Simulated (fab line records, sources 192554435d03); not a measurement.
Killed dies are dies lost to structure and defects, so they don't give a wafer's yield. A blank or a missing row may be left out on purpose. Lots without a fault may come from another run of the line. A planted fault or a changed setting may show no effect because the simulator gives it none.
Chamber matching | flow n5_finfet | N5_BEOL_M9_ETCH_65 on rie_diel-01: 4 sister chambers
The step etches SiARC in CF4, target depth 15.6 nm, time 26 s. 20 wafers are shown with their chamber, then 10 later ones without.

WAFERS WITH THEIR CHAMBER
wafer  | chamber | drypump_motor_current_A (A) | throttle_valve_pct (%) | showerhead_plenum_p_Torr (Torr)
L075.2 | 2       | 5.7                         | 16.10                  | 2.11
L075.4 | 0       | 5.6                         | 15.34                  | 2.17
L075.6 | 3       | 6.6                         | 15.84                  | 2.21
L076.1 | 1       | 6.6                         | 15.50                  | 2.05
L076.4 | 2       | 5.7                         | 16.11                  | 2.11
L076.5 | 0       | 5.5                         | 15.34                  | 2.17
L078.1 | 2       | 5.7                         | 16.11                  | 2.11
L078.5 | 3       | 6.6                         | 15.84                  | 2.21
L078.6 | 2       | 5.7                         | 16.11                  | 2.11
L082.3 | 3       | 6.6                         | 15.87                  | 2.21
L082.4 | 1       | 6.6                         | 15.54                  | 2.04
L082.6 | 3       | 6.6                         | 15.89                  | 2.21
L087.1 | 0       | 5.6                         | 15.41                  | 2.16
L087.4 | 0       | 5.6                         | 15.41                  | 2.16
L087.5 | 3       | 6.6                         | 15.88                  | 2.20
L089.1 | 1       | 6.6                         | 15.10                  | 2.29
L089.5 | 0       | 5.5                         | 15.42                  | 2.16
L089.6 | 3       | 6.6                         | 15.90                  | 2.20
L093.1 | 0       | 5.6                         | 15.43                  | 2.16
L093.4 | 2       | 5.7                         | 15.65                  | 2.10

SIGNATURES (means of the wafers above)
reading                  | chamber 0 | chamber 1 | chamber 2 | chamber 3 | scatter within a chamber
drypump_motor_current_A  | 5.567     | 6.600     | 5.700     | 6.600     | 0.0289
throttle_valve_pct       | 15.3917   | 15.3800   | 16.0160   | 15.8700   | 0.136
showerhead_plenum_p_Torr | 2.1633    | 2.1267    | 2.1080    | 2.2067    | 0.0503
Rule: a wafer's distance from a chamber is the root of the sum, over the readings, of the square of ((its reading less the chamber's mean) divided by the reading's scatter). The wafer belongs to the nearest chamber; if the next one is less than 2 further off, it can't be placed. The scatter: the root of (the sum of the squares of (reading less its chamber's mean) over the shown wafers, divided by (wafers less chambers)).

WAFERS WITHOUT THEIR CHAMBER
wafer  | drypump_motor_current_A (A) | throttle_valve_pct (%) | showerhead_plenum_p_Torr (Torr)
L093.6 | 6.6                         | 15.92                  | 2.20
L092.1 | 6.6                         | 15.91                  | 2.20
L092.3 | 5.5                         | 15.43                  | 2.16
L092.4 | 5.7                         | 15.66                  | 2.10
L095.3 | 5.7                         | 15.64                  | 2.10
L095.5 | 5.7                         | 15.65                  | 2.10
L095.6 | 6.6                         | 15.94                  | 2.20
L097.1 | 5.7                         | 15.67                  | 2.10
L097.5 | 5.7                         | 15.67                  | 2.10
L097.6 | 6.6                         | 15.94                  | 2.19

WHICH CHAMBER EACH WENT THROUGH
wafer  | from the rows above | in truth
L093.6 | 3                   | 3
L092.1 | 3                   | 3
L092.3 | 0                   | 0
L092.4 | 2                   | 2
L095.3 | 2                   | 2
L095.5 | 2                   | 2
L095.6 | 3                   | 3
L097.1 | 2                   | 2
L097.5 | 2                   | 2
L097.6 | 3                   | 3
Placed correctly: 10 of 10. Can't be placed from these rows: 0. Placed wrongly: 0.
